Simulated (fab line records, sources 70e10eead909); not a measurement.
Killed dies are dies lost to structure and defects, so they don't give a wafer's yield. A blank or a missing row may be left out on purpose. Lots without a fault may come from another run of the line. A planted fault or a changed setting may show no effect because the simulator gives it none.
Which tool did it? | flow nand_harc | 13 lots, 39 wafers sampled, at 5 steps of a route of 1302

WHAT THE GAUGES READ, wafer by wafer
NHARC_A_BONDPAD_CD_MEAS_13. Usual: cd_nm 499.0 nm, standard deviation 2.6.
lot  | measured     | on        | cd_nm (nm)        | flag
L750 | day 23 18:04 | cd_sem-02 | 500.6 502.3 501.0 |
L751 | day 23 10:05 | cd_sem-03 | 500.5 499.1 500.5 |
L752 | day 24 00:56 | cd_sem-01 | 500.2 503.3 499.6 |
L753 | day 24 09:44 | cd_sem-02 | 496.7 497.8 495.6 |
L754 | day 24 15:22 | cd_sem-03 | 499.8 496.2 492.1 |
L755 | day 24 07:47 | cd_sem-02 | 494.8 496.1 498.1 |
L757 | day 25 16:39 | cd_sem-01 | 499.4 496.4 498.4 |
L758 | day 26 09:10 | cd_sem-01 | 504.1 502.4 501.3 |
L759 | day 26 21:09 | cd_sem-02 | 499.8 501.1 501.0 |
L762 | day 28 03:36 | cd_sem-03 | 500.5 496.9 499.0 |
L770 | day 31 09:28 | cd_sem-03 | 499.5 496.7 500.7 |
L772 | day 31 11:55 | cd_sem-03 | 504.9 498.2 502.0 |
L771 | day 31 07:37 | cd_sem-01 | 503.6 501.4 499.2 |

NHARC_END_SORT_01. Usual: killed_at_array 54, standard deviation 12; killed_at_other 0.7, standard deviation 1.1; killed_at_periphery 3.9, standard deviation 2.8; killed_dies 59, standard deviation 13; killed_open 3.4, standard deviation 2; killed_short 2.5, standard deviation 1.7.
lot  | measured     | on        | killed_at_array | killed_at_other | killed_at_periphery | killed_dies | killed_open | killed_short | flag
L759 | day 28 03:53 | prober-01 | 54 50 57        | 3 1 2           | 4 84 84             | 61 135 143  | 5 2 4       | 3 1 0        | OFF
L762 | day 29 08:16 | prober-01 | 68 80 67        | 0 0 0           | 83 83 1             | 151 163 68  | 6 9 4       | 2 2 0        | OFF

WHICH TOOL RAN EACH LOT (tool, then ch and the chambers of the sampled wafers, then the start)
lot  | NHARC_P_CONTACT_DEP_00          | NHARC_A_BONDPAD_DESCUM_11          | NHARC_A_BONDPAD_DEGAS_25
L750 | pecvd-04 ch 0,2, day 6 02:13    | rie_diel-04 ch 0,1,2, day 23 17:46 | pvd_sputter-02, day 23 18:42
L751 | pecvd-02 ch 0,1, day 6 03:09    | rie_diel-11 ch 0,1,2, day 23 09:47 | pvd_sputter-01, day 23 10:44
L752 | pecvd-02 ch 0,1, day 6 13:20    | rie_diel-05 ch 0,3, day 24 00:38   | pvd_sputter-03, day 24 01:35
L753 | pecvd-04 ch 0,1,2, day 7 05:46  | rie_diel-05 ch 0,1,3, day 24 09:25 | pvd_sputter-03, day 24 10:22
L754 | pecvd-04 ch 0,2, day 7 06:34    | rie_diel-04 ch 1,3, day 24 15:02   | pvd_sputter-01, day 24 15:59
L755 | pecvd-04 ch 1,2, day 7 17:31    | rie_diel-05 ch 0,2,3, day 24 07:28 | pvd_sputter-01, day 24 08:25
L757 | pecvd-02 ch 0,1,2, day 8 16:41  | rie_diel-04 ch 0,1,3, day 25 16:21 | pvd_sputter-01, day 25 17:17
L758 | pecvd-04 ch 0,1, day 9 03:14    | rie_diel-05 ch 2,3, day 26 08:51   | pvd_sputter-02, day 26 09:48
L759 | pecvd-04 ch 1,2, day 9 21:06    | rie_diel-11 ch 1,2,3, day 26 20:50 | pvd_sputter-01, day 26 21:49
L762 | pecvd-04 ch 1,2, day 10 18:04   | rie_diel-05 ch 0,1,2, day 28 03:18 | pvd_sputter-01, day 28 04:13
L770 | pecvd-02 ch 0,1, day 14 02:49   | rie_diel-04 ch 0,1,3, day 31 09:10 | pvd_sputter-03, day 31 10:06
L772 | pecvd-04 ch 0,1,2, day 14 15:26 | rie_diel-04 ch 0,1,3, day 31 11:37 | pvd_sputter-03, day 31 12:32
L771 | pecvd-02 ch 0,1,2, day 14 15:36 | rie_diel-05 ch 0,2, day 31 07:18   | pvd_sputter-02, day 31 08:14
- NHARC_P_CONTACT_DEP_00: deposits SiO2, target thk 500 nm.
- NHARC_A_BONDPAD_DESCUM_11: chemistry O2, time 3 s.
- NHARC_A_BONDPAD_DEGAS_25: time 60 s.

WHAT THE TOOLS THEMSELVES READ (means of the sampled wafers that have a number; where no wafer has one, the mark that the record gives instead)
NHARC_P_CONTACT_DEP_00. Usual: heater_power_w 577 W, standard deviation 110; throttle_valve_pct 15.6 %, standard deviation 0.47.
lot  | tool     | heater_power_w (W) | throttle_valve_pct (%) | flag
L750 | pecvd-04 | 623                | 15.3                   |
L751 | pecvd-02 | 558                | 15.7                   |
L752 | pecvd-02 | 528                | 15.5                   |
L753 | pecvd-04 | 595                | 15.7                   |
L754 | pecvd-04 | 547                | 15.8                   |
L755 | pecvd-04 | 650                | 15.2                   |
L757 | pecvd-02 | 563                | 16.0                   |
L758 | pecvd-04 | 525                | 16.3                   |
L759 | pecvd-04 | 630                | 15.4                   |
L762 | pecvd-04 | 642                | 15.6                   |
L770 | pecvd-02 | 620                | 15.6                   |
L772 | pecvd-04 | 548                | 15.9                   |
L771 | pecvd-02 | 514                | 15.4                   |

NHARC_A_BONDPAD_DESCUM_11. Usual: drypump_motor_current_A 5.6 A, standard deviation 0.44; oes_product_au 0.997 a.u., standard deviation 0.014; rf_vpp_V 57.7 V, standard deviation 0.91; showerhead_plenum_p_Torr 1.92 Torr, standard deviation 0.094; throttle_valve_pct 11.312 %, standard deviation 0.0094.
lot  | tool        | drypump_motor_current_A (A) | oes_product_au (a.u.) | rf_vpp_V (V) | showerhead_plenum_p_Torr (Torr) | throttle_valve_pct (%) | flag
L750 | rie_diel-04 | 5.8                         | 1.011                 | 57.7         | 1.97                            | 11.321                 |
L751 | rie_diel-11 | 5.2                         | 0.992                 | 57.5         | 1.94                            | 11.308                 |
L752 | rie_diel-05 | 5.3                         | 1.005                 | 58.0         | 1.90                            | 11.314                 |
L753 | rie_diel-05 | 5.4                         | 1.008                 | 57.6         | 1.90                            | 11.312                 |
L754 | rie_diel-04 | 5.7                         | 1.000                 | 57.5         | 1.86                            | 11.318                 |
L755 | rie_diel-05 | 5.7                         | 0.993                 | 58.4         | 1.94                            | 11.317                 |
L757 | rie_diel-04 | 5.5                         | 1.003                 | 57.8         | 1.90                            | 11.312                 |
L758 | rie_diel-05 | 5.6                         | 0.996                 | 56.5         | 1.91                            | 11.309                 |
L759 | rie_diel-11 | 5.4                         | 1.001                 | 57.7         | 1.93                            | 11.316                 |
L762 | rie_diel-05 | 5.8                         | 0.996                 | 57.7         | 1.94                            | 11.313                 |
L770 | rie_diel-04 | 5.6                         | 1.011                 | 58.4         | 1.89                            | 11.308                 |
L772 | rie_diel-04 | 5.6                         | 1.007                 | 58.6         | 1.89                            | 11.300                 |
L771 | rie_diel-05 | 5.9                         | 1.003                 | 58.0         | 1.99                            | 11.309                 |

NHARC_A_BONDPAD_DEGAS_25. Usual: heater_power_w 504 W, standard deviation 51.
lot  | tool           | heater_power_w (W) | flag
L750 | pvd_sputter-02 | 482                |
L751 | pvd_sputter-01 | 512                |
L752 | pvd_sputter-03 | 494                |
L753 | pvd_sputter-03 | 492                |
L754 | pvd_sputter-01 | 493                |
L755 | pvd_sputter-01 | 505                |
L757 | pvd_sputter-01 | 516                |
L758 | pvd_sputter-02 | 554                |
L759 | pvd_sputter-01 | 497                |
L762 | pvd_sputter-01 | 524                |
L770 | pvd_sputter-03 | 484                |
L772 | pvd_sputter-03 | 518                |
L771 | pvd_sputter-02 | 528                |

THE ANSWER, worked out from the rows above alone
Rule: a lot is off if the mean of its wafers that have a number lies more than 3 standard deviations from the usual mean. A lot without any number at a reading at which 4 lots or more have one is off too. The other lots that the step has rows for count as sound. The gauges are gone through in route order, then the tools' own readings, and for those a lot's mean is taken as printed above. The first step at which some lot is off is used, and at that step the reading that is off furthest; a lot without a number counts as furthest.
Off: L759, L762, at NHARC_END_SORT_01 (killed_at_periphery). Neither off nor sound, because the step has no rows for them: L750, L751, L752, L753, L754, L755, L757, L758, L770, L772, L771.
A tool fits if, at a process step before that reading, it ran every lot that is off, and no sound lot after the first of them. The gauges at NHARC_END_SORT_01 are tried like those tools. Can't be told from this: 3 tools fit, pecvd-04 at NHARC_P_CONTACT_DEP_00, pvd_sputter-01 at NHARC_A_BONDPAD_DEGAS_25, prober-01 at NHARC_END_SORT_01.

WHAT THE SIMULATOR HAD PUT IN
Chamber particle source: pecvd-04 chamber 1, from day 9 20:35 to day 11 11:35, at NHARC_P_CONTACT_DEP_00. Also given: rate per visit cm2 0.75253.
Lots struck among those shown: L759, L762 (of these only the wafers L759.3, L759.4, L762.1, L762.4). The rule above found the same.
